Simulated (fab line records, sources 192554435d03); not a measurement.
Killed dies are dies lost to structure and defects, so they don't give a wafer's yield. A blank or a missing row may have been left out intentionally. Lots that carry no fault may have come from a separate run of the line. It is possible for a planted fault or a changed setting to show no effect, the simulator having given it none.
A lot that was struck, set against a sound lot	flow n5-finfet	21 out of 1938 route steps
Sound: the wafers L413.3, L413.4, L413.5. Struck: wafer L428.5 (left out: L428.6, a lot-mate that was not struck); the cause follows at the end.
Per side, at each step with rows, come the tool, then ch with its chambers, and then its first start. Under that, the readings that differ: sound wafers	struck wafers	difference of the means	sigmas: that difference in standard deviations of wafers without a fault.
alike: readings with means less than 2 such deviations apart, plus words and numbers identical on both sides. not compared: withheld readings, readings lacking a value on some wafer, bounds such as >300 that could conceal the same value, and numbers that have no deviation in the record and whose values overlap.
Wherever a step has rows on one side only, a row that says differs or no value, or a row with sigmas, the two part there. Numbers that have no deviation but don't overlap get no sigmas and don't part them. A reading missing from all wafers of one side parts the sides only when that side holds two or more wafers.

first, 9 steps without rows for these wafers: N5_FIN_SAQP_EXPOSE_13 (exposes mask FIN CORE, target cd 35.6 nm); N5_FIN_SAQP_PEB_14 (peb time 60 s); N5_FIN_SAQP_DEVELOP_15 (develop time 30 s); N5_FIN_SAQP_DESCUM_21 (chemistry O2, time 7.9 s); N5_FIN_SAQP_ETCH_51 (etches SiARC in CF4, target depth 45.5 nm, time 75.8 s); N5_FIN_SAQP_ETCH_52 (etches SOC in N2/H2, target depth 100 nm, overetch 20 nm, time 150 s); N5_FIN_SAQP_STRIP_53 (strips in N2/H2); N5_FIN_SAQP_HM_OPEN_73 (chemistry CHF3/O2, target SiO2, stops on a-Si, target depth 12 nm, time 16.8 s); N5_FIN_SAQP_STRIP_74 (strips in CHF3/O2).
N5_FIN_SAQP_MANDREL_ETCH_22: etches a-Si in HBr/Cl2, stops on SiNx, target depth 60 nm, bt time 10 s, time 30 s.
  sound on rie-si-01 ch 0,1,2, day 2 03:33; struck on rie-si-01 ch 2, day 5 22:51
reading	sound	struck	difference	sigmas
oes-product-au (a.u.)	0.745 0.774 0.759	0.657	-0.102	-9
over-etch-frac	0.5 0.5 0.5	0.89935	+0.39935	
model.SOC_of_FIN_SAQP_COAT_49.thk-nm (nm)	76.04 76.74 75.64	69.49	-6.65	
model.SiNx_of_FIN_SAQP_PECVD_48.thk-nm (nm)	24.81 25.5 25.49	22.21	-3.06	
  alike: drypump-motor-current-A, mfc-cl2-sccm, throttle-valve-pct
  not compared: rf-hours-counter-h
then, 7 steps without rows for these wafers: N5_FIN_SAQP_STRIP_55 (strips in N2/H2); N5_FIN_SAQP_STRIP_23 (strips in SPM, time 750 s); N5_FIN_SAQP_SRD_66 (time 30 s); N5_FIN_SAQP_RECESS_75 (chemistry HF/NH3, target SiO2, target depth 14.4 nm, afs cycles 3, sublimation time 60 s); N5_FIN_SAQP_SPACER1_ALD_24 (deposits SiO2, target thk 20.3 nm, pulse time 1 s, purge time 2 s); N5_FIN_SAQP_SPACER1_ETCHBACK_25 (etches SiO2 in CHF3/O2, target depth 24.4 nm, time 12.2 s); N5_FIN_SAQP_MANDREL1_REMOVE_56 (chemistry HBr/Cl2/O2, target a-Si, stops on SiNx, bt time 10 s).
N5_FIN_SAQP_ETCH_57: etches SiNx in CH3F/O2, target depth 32.5 nm, time 46.4 s.
  sound on rie-diel-01 ch 0,2, day 2 05:25; struck on rie-diel-05 ch 2, day 6 01:10
reading	sound	struck	difference	sigmas
etch-rf-on-time-s (s)	46.1 48.2 48.5	40.6	-7.0	-6
model.etch.depth-nm (nm)	24.81 25.5 25.49	22.21	-3.06	
  alike: drypump-motor-current-A, oes_ar_750_au, oes-product-au, rf-vpp-V, showerhead-plenum-p-Torr, throttle-valve-pct
  not compared: rf-hours-counter-h
then, 1 step without rows for these wafers: N5_FIN_SAQP_ETCH_65 (etches SiO2 in CF4, target depth 4 nm, time 4.4 s).
-- the record jumps here: 8 days lie between the struck wafers' starts before and after (it left off in module FIN_SAQP and takes up again in module BEOL_M4, whose first step shown is number 1111 of the route) --
N5_BEOL_M4_RC_MEAS_101:
  sound on prober-01 ch 0, day 9 05:45; struck on prober-01 ch 0, day 14 04:28
reading	sound	struck	difference	sigmas
DIBL_N (mV/V)	38.6 37.7 38.5	34.1	-4.2	-2
IOFF_P (nA/um)	0.22 0.22 0.26	0.16	-0.07	-2
VT_P (mV)	-250 -249 -248	-257	-8	-2
  alike: DIBL_P, IOFF_N, ION_N, ION_P, SS_N, SS_P, VT_N
-- a jump in the record: the struck wafers' starts before and after are 5 days apart (it breaks off in module BEOL_M4 and resumes in module PASSIVATION, where the first step shown is number 1936 of the route) --
N5_PASSIVATION_PROBE_49:
  rows exist in the record for the struck wafers here (prober-02, day 18 16:37), but not for the sound ones

== WHERE THEY PART ==
Last at N5_PASSIVATION_PROBE_49 as far as this record goes, first at N5_FIN_SAQP_MANDREL_ETCH_22.

WHY: what had been put in by the simulator
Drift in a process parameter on rie-si-01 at N5_FIN_SAQP_MANDREL_ETCH_22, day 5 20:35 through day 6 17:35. From 0.5, the setting over-etch-frac moved by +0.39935. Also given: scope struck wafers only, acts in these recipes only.
